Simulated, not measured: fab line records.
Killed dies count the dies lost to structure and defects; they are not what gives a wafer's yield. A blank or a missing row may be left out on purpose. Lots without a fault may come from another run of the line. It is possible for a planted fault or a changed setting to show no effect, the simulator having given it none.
Which tool did it? || flow n5-finfet || 9 lots with 26 wafers sampled at 4 steps, on a route of 1938 steps

== WHAT THE GAUGES SHOWED, per wafer ==
N5_BEOL_M4_RC_MEAS_101.
{"lot": "L392", "measured": "day 9 05:26", "on": "prober-01", "EOT_P": "10.32 10.57 10.37"}
{"lot": "L394", "measured": "day 11 04:26", "on": "prober-02", "EOT_P": "10.44 10.45 10.47"}
{"lot": "L395", "measured": "day 10 23:41", "on": "prober-02", "EOT_P": "10.38 10.33 10.34"}
{"lot": "L397", "measured": "day 12 00:50", "on": "prober-02", "EOT_P": "10.26 10.48 10.40"}
{"lot": "L403", "measured": "day 13 12:41", "on": "prober-02", "EOT_P": "13.59 13.75"}
{"lot": "L406", "measured": "day 13 22:02", "on": "prober-02", "EOT_P": "10.55 10.57 13.66"}
{"lot": "L408", "measured": "day 14 18:20", "on": "prober-01", "EOT_P": "10.57 10.53 10.63"}
{"lot": "L411", "measured": "day 15 06:22", "on": "prober-01", "EOT_P": "10.55 10.49 10.53"}
{"lot": "L414", "measured": "day 15 11:02", "on": "prober-02", "EOT_P": "10.35 10.29 10.31"}

== WHAT TOOL EACH LOT RAN ON (gives the tool, then ch and the chambers of the sampled wafers, and finally the start) ==
{"lot": "L392", "N5_DUMMY_GATE_ALD_02": "ald-sin-02 ch 0,1,3, day 2 18:28", "N5_BEOL_M4_ANNEAL_93": "pvd-sputter-03, day 9 03:59", "N5_BEOL_M4_DEP_57": "pecvd-02 ch 0,1,2, day 9 05:19"}
{"lot": "L394", "N5_DUMMY_GATE_ALD_02": "ald-sin-03 ch 2,3, day 3 07:53", "N5_BEOL_M4_ANNEAL_93": "pvd-sputter-02, day 11 02:31", "N5_BEOL_M4_DEP_57": "pecvd-03 ch 0,1,2, day 11 03:53"}
{"lot": "L395", "N5_DUMMY_GATE_ALD_02": "ald-sin-03 ch 0,1,2, day 3 13:22", "N5_BEOL_M4_ANNEAL_93": "pvd-sputter-03, day 10 22:00", "N5_BEOL_M4_DEP_57": "pecvd-03 ch 0,1, day 10 23:25"}
{"lot": "L397", "N5_DUMMY_GATE_ALD_02": "ald-sin-03 ch 1,3, day 4 00:07", "N5_BEOL_M4_ANNEAL_93": "pvd-sputter-03, day 11 23:14", "N5_BEOL_M4_DEP_57": "pecvd-01 ch 0,2, day 12 00:34"}
{"lot": "L403", "N5_DUMMY_GATE_ALD_02": "ald-sin-03 ch 1,3, day 5 18:14", "N5_BEOL_M4_ANNEAL_93": "pvd-sputter-01, day 13 10:34", "N5_BEOL_M4_DEP_57": "pecvd-01 ch 1,2, day 13 12:07"}
{"lot": "L406", "N5_DUMMY_GATE_ALD_02": "ald-sin-03 ch 0,1,3, day 6 11:23", "N5_BEOL_M4_ANNEAL_93": "pvd-sputter-02, day 13 20:20", "N5_BEOL_M4_DEP_57": "pecvd-03 ch 0,1,2, day 13 21:46"}
{"lot": "L408", "N5_DUMMY_GATE_ALD_02": "ald-sin-02 ch 1,2,3, day 6 20:20", "N5_BEOL_M4_ANNEAL_93": "pvd-sputter-01, day 14 16:11", "N5_BEOL_M4_DEP_57": "pecvd-02 ch 0,1, day 14 18:04"}
{"lot": "L411", "N5_DUMMY_GATE_ALD_02": "ald-sin-04 ch 0,1,3, day 7 15:24", "N5_BEOL_M4_ANNEAL_93": "pvd-sputter-01, day 15 04:51", "N5_BEOL_M4_DEP_57": "pecvd-01 ch 1,2, day 15 06:15"}
{"lot": "L414", "N5_DUMMY_GATE_ALD_02": "ald-sin-02 ch 0,2,3, day 8 07:45", "N5_BEOL_M4_ANNEAL_93": "pvd-sputter-02, day 15 09:35", "N5_BEOL_M4_DEP_57": "pecvd-03 ch 0,1,2, day 15 10:55"}
- N5_DUMMY_GATE_ALD_02: deposits SiO2, target thk 2 nm, pulse time 1 s.
- N5_BEOL_M4_ANNEAL_93: time 240 s.
- N5_BEOL_M4_DEP_57: deposits SiCN from 3MS/NH3, target thk 8 nm, time 14 s.

== THE ANSWER, worked out from the rows above alone ==
Rule: what is usual is taken from the lots themselves. Put in order of their means at a reading, lots are off if they are a third of the lots or fewer, leave a main group of 4 or more, and stand apart from it by a gap of 3 or more times the standard deviation of the main group's means; of several such gaps the widest counts. If all means in a main group match to the digits the tables above print for the reading, that group is not used. A lot without any number at a reading at which 4 lots or more have one is off too. All remaining lots with rows at the step are treated as sound.
Off: L403, L406, seen at N5_BEOL_M4_RC_MEAS_101 (EOT_P). Main group: mean 10.43, sd 0.087.
If a tool, at a process step before that reading, ran all the lots that are off and no sound lot after the first of them, it fits. Those tools and the gauges at N5_BEOL_M4_RC_MEAS_101 are tried in the same way. One fits: ald-sin-03 at N5_DUMMY_GATE_ALD_02. A fault onset in the window from L397 (day 4 00:07, its last sound lot) to L403 (day 5 18:14, its first lot off) fits.

== WHAT WAS PUT IN BY THE SIMULATOR ==
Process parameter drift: ald-sin-03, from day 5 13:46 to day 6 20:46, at N5_DUMMY_GATE_ALD_02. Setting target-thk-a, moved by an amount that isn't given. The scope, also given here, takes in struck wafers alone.
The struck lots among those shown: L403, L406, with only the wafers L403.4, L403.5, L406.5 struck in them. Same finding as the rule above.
